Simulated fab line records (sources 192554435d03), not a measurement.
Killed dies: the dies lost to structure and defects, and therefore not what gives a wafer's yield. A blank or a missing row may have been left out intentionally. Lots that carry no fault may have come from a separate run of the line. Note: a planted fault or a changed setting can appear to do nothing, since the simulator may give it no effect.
What tool caused it? + flow n5 finfet + 11 lots, 33 wafers sampled, at 4 steps of a route of 1938

WHAT THE GAUGES SHOWED, per wafer
The record lacks any reading of a measuring or inspecting step that a usual standard deviation could be used to judge.

WHAT TOOL EACH LOT RAN ON (gives the tool, then ch and the chambers of the sampled wafers, and finally the start)
| lot  | N5_BEOL_M13_TRENCH_ETCH_34         | N5_PASSIVATION_PECVD_35         | N5_PASSIVATION_PASS_ETCH_47        | N5_PASSIVATION_PROBE_49 |
|------|------------------------------------|---------------------------------|------------------------------------|-------------------------|
| L453 | rie diel-01 ch 0,1, day 11 02:10   | pecvd-01 ch 0,2, day 12 06:25   | rie diel-04 ch 0,1,2, day 12 07:05 | prober-01, day 12 10:30 |
| L455 | rie diel-06 ch 1,2,3, day 11 07:34 | pecvd-03 ch 0,1,2, day 12 09:49 | rie diel-05 ch 0,2,3, day 12 10:36 | prober-01, day 12 13:37 |
| L457 | rie diel-06 ch 2,3, day 11 19:06   | pecvd-04 ch 1,2, day 12 20:40   | rie diel-04 ch 0,3, day 12 21:13   | prober-02, day 13 00:14 |
| L459 | rie diel-01 ch 1,3, day 12 16:04   | pecvd-03 ch 0,1,2, day 13 13:35 | rie diel-04 ch 0,2,3, day 13 14:16 | prober-02, day 13 17:20 |
| L463 | rie diel-06 ch 1,2,3, day 12 23:41 | pecvd-04 ch 0,2, day 14 03:14   | rie diel-05 ch 0,1, day 14 03:47   | prober-01, day 14 07:12 |
| L464 | rie diel-06 ch 1,2,3, day 14 03:25 | pecvd-01 ch 0,2, day 15 07:38   | rie diel-03 ch 1,2, day 15 08:19   | prober-01, day 15 11:20 |
| L466 | rie diel-06 ch 2,3, day 14 05:03   | pecvd-04 ch 0,1, day 15 08:40   | rie diel-05 ch 0,1,2, day 15 09:21 | prober-01, day 15 13:21 |
| L470 | rie diel-02 ch 0,2,3, day 15 02:09 | pecvd-04 ch 0,1,2, day 16 13:09 | rie diel-04 ch 0,3, day 16 13:41   | prober-02, day 16 16:52 |
| L471 | rie diel-02 ch 0,2,3, day 15 10:33 | pecvd-01 ch 0,2, day 16 19:17   | rie diel-03 ch 0,1,3, day 16 20:06 | prober-02, day 16 23:07 |
| L473 | rie diel-02 ch 1,2,3, day 15 18:19 | pecvd-01 ch 0,1,2, day 17 04:44 | rie diel-04 ch 0,1,2, day 17 05:14 | prober-02, day 17 08:31 |
| L474 | rie diel-02 ch 2,3, day 16 03:40   | pecvd-03 ch 0,2, day 17 10:37   | rie diel-03 ch 0,1, day 17 11:17   | prober-01, day 17 14:26 |
- N5_BEOL_M13_TRENCH_ETCH_34: etches SiOC in C4F8/O2/Ar, target depth 413.47 nm, time 162.6 s.
- N5_PASSIVATION_PECVD_35: deposits SiNx from SiH4/NH3/N2, target thk 700 nm, time 151.3 s.
- N5_PASSIVATION_PASS_ETCH_47: etches SiNx in CF4/O2, target depth 770 nm, time 385 s.
- N5_PASSIVATION_PROBE_49

AS READ BY THE TOOLS THEMSELVES (means over the sampled wafers that have a number; for cases with no such wafer, the mark the record gives instead)
N5_BEOL_M13_TRENCH_ETCH_34.
| lot  | tool        | drypump motor current A (A) | he outer torr (Torr) | oes product au (a.u.) | rf vpp V (V) | showerhead plenum p Torr (Torr) | throttle valve pct (%) |
|------|-------------|-----------------------------|----------------------|-----------------------|--------------|---------------------------------|------------------------|
| L453 | rie diel-01 | 5.6                         | 29.96                | 0.97                  | 664          | 3.35                            | 24.42                  |
| L455 | rie diel-06 | 6.1                         | 29.99                | 0.73                  | 669          | 3.53                            | 24.24                  |
| L457 | rie diel-06 | 6.1                         | 29.96                | 0.74                  | 669          | 3.54                            | 24.28                  |
| L459 | rie diel-01 | 6.0                         | 30.00                | 0.91                  | 667          | 3.43                            | 24.42                  |
| L463 | rie diel-06 | 6.1                         | 29.98                | 0.71                  | 669          | 3.53                            | 24.26                  |
| L464 | rie diel-06 | 6.1                         | 30.01                | 0.71                  | 669          | 3.52                            | 24.27                  |
| L466 | rie diel-06 | 6.3                         | 30.02                | 0.70                  | 668          | 3.50                            | 24.22                  |
| L470 | rie diel-02 | 5.7                         | 30.00                | 0.86                  | 668          | 3.46                            | 23.97                  |
| L471 | rie diel-02 | 5.7                         | 30.00                | 0.86                  | 667          | 3.46                            | 23.97                  |
| L473 | rie diel-02 | 6.0                         | 29.91                | 0.83                  | 664          | 3.36                            | 24.08                  |
| L474 | rie diel-02 | 5.8                         | 29.99                | 0.80                  | 665          | 3.33                            | 23.99                  |

N5_PASSIVATION_PECVD_35.
| lot  | tool     | heater power outer w (W) | heater power w (W) | showerhead plenum p Torr (Torr) | throttle valve pct (%) |
|------|----------|--------------------------|--------------------|---------------------------------|------------------------|
| L453 | pecvd-01 | 223                      | 394                | 8.70                            | 28.8                   |
| L455 | pecvd-03 | 204                      | 458                | 8.67                            | 28.7                   |
| L457 | pecvd-04 | 154                      | 365                | 8.68                            | 29.4                   |
| L459 | pecvd-03 | 183                      | 420                | 8.68                            | 28.8                   |
| L463 | pecvd-04 | 165                      | 399                | 8.64                            | 29.9                   |
| L464 | pecvd-01 | 250                      | 437                | 8.73                            | 29.6                   |
| L466 | pecvd-04 | 128                      | 343                | 8.66                            | 31.0                   |
| L470 | pecvd-04 | 140                      | 353                | 8.66                            | 30.1                   |
| L471 | pecvd-01 | 214                      | 398                | 8.72                            | 29.5                   |
| L473 | pecvd-01 | 193                      | 368                | 8.65                            | 28.4                   |
| L474 | pecvd-03 | 212                      | 435                | 8.75                            | 30.2                   |

N5_PASSIVATION_PASS_ETCH_47.
| lot  | tool        | drypump motor current A (A) | oes product au (a.u.) | rf vpp V (V) | showerhead plenum p Torr (Torr) | throttle valve pct (%) |
|------|-------------|-----------------------------|-----------------------|--------------|---------------------------------|------------------------|
| L453 | rie diel-04 | 6.0                         | 0.88                  | 245          | 2.27                            | 15.79                  |
| L455 | rie diel-05 | 5.4                         | 0.76                  | 244          | 2.21                            | 15.72                  |
| L457 | rie diel-04 | 5.9                         | 0.94                  | 241          | 2.22                            | 15.83                  |
| L459 | rie diel-04 | 5.8                         | 0.91                  | 243          | 2.25                            | 15.73                  |
| L463 | rie diel-05 | 5.6                         | 0.82                  | 243          | 2.20                            | 15.59                  |
| L464 | rie diel-03 | 5.6                         | 0.85                  | 244          | 2.15                            | 15.64                  |
| L466 | rie diel-05 | 5.5                         | 0.78                  | 240          | 2.16                            | 15.69                  |
| L470 | rie diel-04 | 5.8                         | 0.86                  | 242          | 2.18                            | 15.96                  |
| L471 | rie diel-03 | 5.7                         | 0.87                  | 236          | 2.15                            | 15.71                  |
| L473 | rie diel-04 | 6.0                         | 0.82                  | 244          | 2.26                            | 15.86                  |
| L474 | rie diel-03 | 5.6                         | 0.81                  | 240          | 2.14                            | 15.82                  |

N5_PASSIVATION_PROBE_49.
| lot  | tool      | defect limited yield (%) | killed_at_M0_to_M3 | killed_at_M4_up | killed at contacts | killed at front end | killed at other | killed dies | killed on rim | killed open | killed short | sort_bin_5_function (%) | sort_bin_6_memory (%) | sort_bin_8_speed (%) | sort n pass | sort yield pct (%) |
|------|-----------|--------------------------|--------------------|-----------------|--------------------|---------------------|-----------------|-------------|---------------|-------------|--------------|-------------------------|-----------------------|----------------------|-------------|--------------------|
| L453 | prober-01 | 89.8                     | 37                 | 18              | 12                 | 52                  | 1               | 120         | 12            | 74          | 44           | 5.7                     | 4.1                   | 0.00                 | 1060        | 89.8               |
| L455 | prober-01 | 92.9                     | 28                 | 11              | 11                 | 31                  | 4               | 84          | 11            | 56          | 25           | 4.0                     | 2.8                   | 0.08                 | 1095        | 92.8               |
| L457 | prober-02 | 90.7                     | 39                 | 9               | 11                 | 46                  | 4               | 110         | 12            | 74          | 35           | 5.5                     | 3.6                   | 0.00                 | 1070        | 90.7               |
| L459 | prober-02 | 88.8                     | 33                 | 11              | 15                 | 69                  | 3               | 132         | 22            | 95          | 34           | 6.1                     | 4.7                   | 0.00                 | 1048        | 88.8               |
| L463 | prober-01 | 93.0                     | 23                 | 12              | 11                 | 29                  | 7               | 82          | 11            | 54          | 26           | 4.0                     | 2.7                   | 0.00                 | 1098        | 93.0               |
| L464 | prober-01 | 86.8                     | 38                 | 57              | 17                 | 37                  | 6               | 155         | 18            | 77          | 32           | 8.1                     | 3.8                   | 0.00                 | 1025        | 86.8               |
| L466 | prober-01 | 85.4                     | 31                 | 61              | 10                 | 67                  | 3               | 172         | 21            | 94          | 35           | 8.7                     | 4.5                   | 0.00                 | 1008        | 85.4               |
| L470 | prober-02 | 90.3                     | 48                 | 9               | 17                 | 35                  | 5               | 115         | 15            | 78          | 35           | 5.9                     | 3.5                   | 0.00                 | 1065        | 90.3               |
| L471 | prober-02 | 90.7                     | 29                 | 20              | 10                 | 44                  | 6               | 109         | 13            | 71          | 38           | 5.7                     | 3.3                   | 0.00                 | 1071        | 90.7               |
| L473 | prober-02 | 91.7                     | 21                 | 14              | 16                 | 45                  | 2               | 98          | 11            | 62          | 35           | 4.7                     | 3.4                   | 0.00                 | 1082        | 91.7               |
| L474 | prober-01 | 92.2                     | 38                 | 10              | 10                 | 29                  | 5               | 92          | 11            | 59          | 31           | 4.6                     | 2.7                   | 0.00                 | 1088        | 92.2               |

THE ANSWER, worked out from the rows above alone
Rule: the lots themselves supply what counts as usual. Put in order of their means at a reading, lots are off if they are a third of the lots or fewer, leave a main group of 4 or more, and stand apart from it by a gap of 3 or more times the standard deviation of the main group's means; of several such gaps the widest counts. The tables above print the reading to a certain number of digits; a main group whose means all agree to those digits is not used. Also off: a lot with no number at a reading for which 4 or more lots have one. Where the step has rows for the other lots, those lots are counted as sound. Order of review: gauges by route order, followed by the tools' own readings, for which a lot's mean as printed above is used. At the first step where some lot is off, the reading lying furthest off is the one used; lots without a number count as furthest.
Off: L464, L466, at N5_PASSIVATION_PROBE_49 (killed_at_M4_up). The main group: mean 13, standard deviation 3.7.
If a tool, at that step or one of the process steps before it, ran each lot that is off and ran no sound lot following the first of them, it fits. One fits: rie diel-06 at N5_BEOL_M13_TRENCH_ETCH_34. A fault onset in the window from L463 (day 12 23:41, its last sound lot) to L464 (day 14 03:25, its first lot off) fits.

WHAT THE SIMULATOR PUT IN
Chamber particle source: rie diel-06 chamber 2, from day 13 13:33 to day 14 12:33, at N5_BEOL_M13_TRENCH_ETCH_34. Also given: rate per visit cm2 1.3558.
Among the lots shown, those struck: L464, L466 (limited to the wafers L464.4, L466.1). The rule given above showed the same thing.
